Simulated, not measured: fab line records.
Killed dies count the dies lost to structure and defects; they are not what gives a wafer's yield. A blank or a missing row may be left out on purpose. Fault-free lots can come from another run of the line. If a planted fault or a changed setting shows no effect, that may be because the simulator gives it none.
Which tool was responsible?    flow nand-harc    Sampling: 13 lots, 39 wafers, 6 of 1302 route steps

== WHAT THE GAUGES SHOWED, per wafer ==
NHARC_A_BLC_OVL_MEAS_11.
lot   measured      on          overlay-x-nm (nm)  overlay-y-nm (nm)
L852  day 22 14:22  overlay-02  1.3 1.7 1.2        0.0 0.8 0.6
L851  day 23 01:04  overlay-01  0.7 1.3 0.3        0.0 -0.4 0.1
L854  day 23 07:05  overlay-02  -0.7 -0.3 0.0      0.7 0.6 0.6
L853  day 23 08:05  overlay-02  0.3 0.5 0.6        0.3 -1.1 -0.6
L855  day 24 15:47  overlay-01  -0.6 -0.8 -0.5     -0.4 0.0 0.7
L858  day 25 07:20  overlay-02  -0.8 -0.2 0.1      -0.2 0.1 0.0
L860  day 26 05:50  overlay-02  -0.2 0.1 0.1       0.5 0.2 0.7
L861  day 26 22:44  overlay-01  -1.0 -0.9 -0.9     1.0 0.4 0.6
L863  day 27 00:37  overlay-01  -1.4 -1.3 -0.5     0.5 0.4 -0.2
L857  day 27 22:38  overlay-01  0.0 -0.1 0.0       0.8 0.1 0.3
L864  day 28 20:46  overlay-01  -0.6 -0.3 -0.5     -0.8 -0.6 -0.7
L868  day 30 03:47  overlay-02  -0.1 -0.3 0.2      -0.2 -0.3 0.1
L870  day 30 20:42  overlay-01  -1.1 -1.2 -1.3     -0.3 -0.7 -0.5

NHARC_A_M0_CD_MEAS_09 targets a cd of 80 nm.
lot   measured      on         cd-nm (nm)
L852  day 22 18:19  cd-sem-03  80.0 81.1 80.4
L851  day 23 05:04  cd-sem-03  79.5 79.6 80.0
L854  day 23 11:09  cd-sem-03  80.0 80.1 81.1
L853  day 23 12:02  cd-sem-02  80.8 79.3 79.6
L855  day 24 19:46  cd-sem-03  80.2 80.0 81.1
L858  day 25 11:10  cd-sem-03  79.1 81.7 80.2
L860  day 26 09:59  cd-sem-03  80.1 81.0 79.6
L861  day 27 02:42  cd-sem-01  79.8 80.6 81.0
L863  day 27 04:45  cd-sem-03  78.7 78.6 80.5
L857  day 28 02:35  cd-sem-03  81.1 80.0 79.9
L864  day 29 00:43  cd-sem-02  80.2 80.4 79.6
L868  day 30 08:11  cd-sem-03  86.2 86.4 87.1
L870  day 31 01:02  cd-sem-02  85.7 85.5 85.8

NHARC_A_M0_INSPECT_11.
lot   measured      on                 raw-defect-count
L852  day 22 18:26  defect-inspect-02  66 60 78
L851  day 23 05:11  defect-inspect-01  88 95 88
L854  day 23 11:16  defect-inspect-02  64 57 63
L853  day 23 12:09  defect-inspect-02  56 52 52
L855  day 24 19:54  defect-inspect-01  107 110 114
L858  day 25 11:17  defect-inspect-01  178 172 169
L860  day 26 10:06  defect-inspect-01  85 104 79
L861  day 27 02:49  defect-inspect-01  38 35 51
L863  day 27 04:52  defect-inspect-01  47 42 47
L857  day 28 02:42  defect-inspect-02  81 84 96
L864  day 29 00:51  defect-inspect-02  87 96 87
L868  day 30 08:18  defect-inspect-01  72 57 69
L870  day 31 01:10  defect-inspect-02  120 127 100

NHARC_END_SORT_01.
lot   measured      on         defect-limited-yield (%)  killed-at-array  killed-at-other  killed-at-periphery  killed-dies  killed-open  killed-short  sort_bin_2_pct (%)  sort_bin_3_pct (%)  sort_bin_4_pct (%)  sort-n-pass  sort-rim-yield-pct (%)  sort-yield-pct (%)
L861  day 28 18:28  prober-02  94.2 95.6 92.9            36 19 39         0 0 0            3 11 9               39 30 48     3 2 1        2 0 1         2.1 0.9 2.7         0.3 0.4 0           3.4 3.1 4.4         638 647 629  95 92 91                94.2 95.6 92.9
L868  day 32 01:02  prober-02  91.1                      53               0                7                    60           3            4             2.2                 1.2                 5.5                 617          95                      91.1

== WHAT TOOL EACH LOT RAN ON (gives the tool, then ch and the chambers of the sampled wafers, and finally the start) ==
lot   NHARC_A_M0_PEB_07                  NHARC_A_M0_DEGAS_28
L852  litho-track-04 ch 0, day 22 18:14  pvd-sputter-03, day 22 19:26
L851  litho-track-01 ch 0, day 23 04:59  pvd-sputter-02, day 23 06:16
L854  litho-track-04 ch 0, day 23 11:04  pvd-sputter-02, day 23 12:20
L853  litho-track-04 ch 0, day 23 11:57  pvd-sputter-02, day 23 13:11
L855  litho-track-04 ch 0, day 24 19:41  pvd-sputter-03, day 24 20:54
L858  litho-track-06 ch 0, day 25 11:05  pvd-sputter-03, day 25 12:17
L860  litho-track-06 ch 0, day 26 09:54  pvd-sputter-03, day 26 11:05
L861  litho-track-04 ch 0, day 27 02:37  pvd-sputter-03, day 27 03:48
L863  litho-track-06 ch 0, day 27 04:40  pvd-sputter-03, day 27 05:52
L857  litho-track-06 ch 0, day 28 02:30  pvd-sputter-03, day 28 03:43
L864  litho-track-04 ch 0, day 29 00:38  pvd-sputter-01, day 29 01:50
L868  litho-track-04 ch 0, day 30 08:05  pvd-sputter-02, day 30 09:18
L870  litho-track-04 ch 0, day 31 00:57  pvd-sputter-02, day 31 02:09
- NHARC_A_M0_PEB_07: peb time 65 s.
- NHARC_A_M0_DEGAS_28: time 60 s.

== AS READ BY THE TOOLS THEMSELVES (means over the sampled wafers that have a number; for cases with no such wafer, the mark the record gives instead) ==
NHARC_A_M0_DEGAS_28.
lot   tool            heater-power-w (W)
L852  pvd-sputter-03  317
L851  pvd-sputter-02  324
L854  pvd-sputter-02  407
L853  pvd-sputter-02  369
L855  pvd-sputter-03  319
L858  pvd-sputter-03  316
L860  pvd-sputter-03  316
L861  pvd-sputter-03  298
L863  pvd-sputter-03  342
L857  pvd-sputter-03  316
L864  pvd-sputter-01  323
L868  pvd-sputter-02  315
L870  pvd-sputter-02  362

== THE ANSWER, worked out from the rows above alone ==
Rule: what is usual is taken from the lots themselves. The widest of any qualifying gaps counts: lots, ordered by their means at a reading, are off when they make up no more than a third of the lots, leave a main group of 4 or more, and stand apart from it by 3 or more times the standard deviation of that group's means. A main group is skipped when, at the precision printed for the reading in the tables above, its means are all equal. Also off: a lot with no number at a reading for which 4 or more lots have one. Where the step has rows for the other lots, those lots are counted as sound. After the gauges, taken in route order, come the tools' own readings; for these a lot's mean is taken, as printed above. At the first step where some lot is off, the reading lying furthest off is the one used; lots without a number count as furthest.
Off at NHARC_A_M0_CD_MEAS_09 (cd-nm): L868, L870. The main group: mean 80.1 nm, standard deviation 0.37.
If a tool, at a process step before that reading, ran all the lots that are off and no sound lot after the first of them, it fits. The gauges at NHARC_A_M0_CD_MEAS_09 are tried like those tools. One fits: NHARC_A_M0_PEB_07 on litho-track-04. A fault onset in the window from L864 (day 29 00:38, its last sound lot) to L868 (day 30 08:05, its first lot off) fits.

== WHAT HAD BEEN PUT IN BY THE SIMULATOR ==
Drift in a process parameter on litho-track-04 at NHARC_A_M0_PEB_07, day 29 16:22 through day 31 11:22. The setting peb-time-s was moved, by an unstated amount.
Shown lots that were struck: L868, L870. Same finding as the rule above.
